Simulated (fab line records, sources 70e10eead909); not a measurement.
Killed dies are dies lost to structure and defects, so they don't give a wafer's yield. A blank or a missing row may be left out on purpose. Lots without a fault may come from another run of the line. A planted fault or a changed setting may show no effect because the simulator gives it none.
One fault seen from 2 desks | flow nand_harc | each desk has only its own numbers; what lay behind them comes last

THE METROLOGY DESK
What the gauges read, lot by lot, whatever tool the lot ran on: means of the sampled wafers that have a number. A lot is out of limits, marked OUT, if its mean lies more than 4 standard deviations from the usual mean; the brackets give that distance.
Columns: A = cd_nm at NHARC_P_M2_CD_MEAS_09, usual 170.0 nm
lot  | first seen here | A
L122 | day 6 08:11     | 170.4
L124 | day 6 18:05     | 168.9
L125 | day 6 19:07     | 170.4
L126 | day 7 04:50     | 170.2
L127 | day 7 11:14     | 169.7
L128 | day 7 16:55     | 170.1
L129 | day 7 20:18     | 171.0
L130 | day 8 05:10     | 169.4
L132 | day 9 02:14     | 170.6
L142 | day 11 03:50    | 186.1 (+29) OUT
L145 | day 12 03:42    | 183.3 (+24) OUT
This desk's finding: out of limits on L142, L145; first on L142, day 11 03:50 (cd_nm at NHARC_P_M2_CD_MEAS_09). In limits: L122, L124, L125, L126, L127, L128, L129, L130, L132.

THE TOOL OWNER'S DESK: arfi_scanner-03
The tool's own readings at NHARC_P_M2_EXPOSE_06 (exposes mask P M2, target cd 170 nm): means of the sampled wafers that have a number, for each lot that ran on this tool. A lot is out of limits, marked OUT, if its mean lies more than 4 standard deviations from the usual mean; the brackets give that distance.
Columns: A = exposure_dose_mJ_cm2 at NHARC_P_M2_EXPOSE_06, usual 80.77
lot  | first seen here | A
L130 | day 8 05:01     | 80.81
L132 | day 9 02:06     | 80.75
L142 | day 11 03:42    | 105.87 (+99 or more) OUT
L145 | day 12 03:34    | 100.69 (+99 or more) OUT
This desk's finding: out of limits on L142, L145; first on L142, day 11 03:42 (exposure_dose_mJ_cm2 at NHARC_P_M2_EXPOSE_06). In limits: L130, L132.

PUT TOGETHER
The tool owner's desk could have raised an alarm at day 11 03:42, on L142, L145.
The metrology desk could have raised an alarm at day 11 03:50, on L142, L145.
Of the lots named, all ran NHARC_P_M2_EXPOSE_06 on arfi_scanner-03.

WHAT THE SIMULATOR HAD PUT IN
Process parameter drift: arfi_scanner-03, from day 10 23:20 on, at NHARC_P_M2_EXPOSE_06. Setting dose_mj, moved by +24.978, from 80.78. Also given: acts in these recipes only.
Lots struck among those shown: L142, L145.
Hours from the fault's start to each desk's first reading out of limits: the tool owner's desk, 4; the metrology desk, 5.
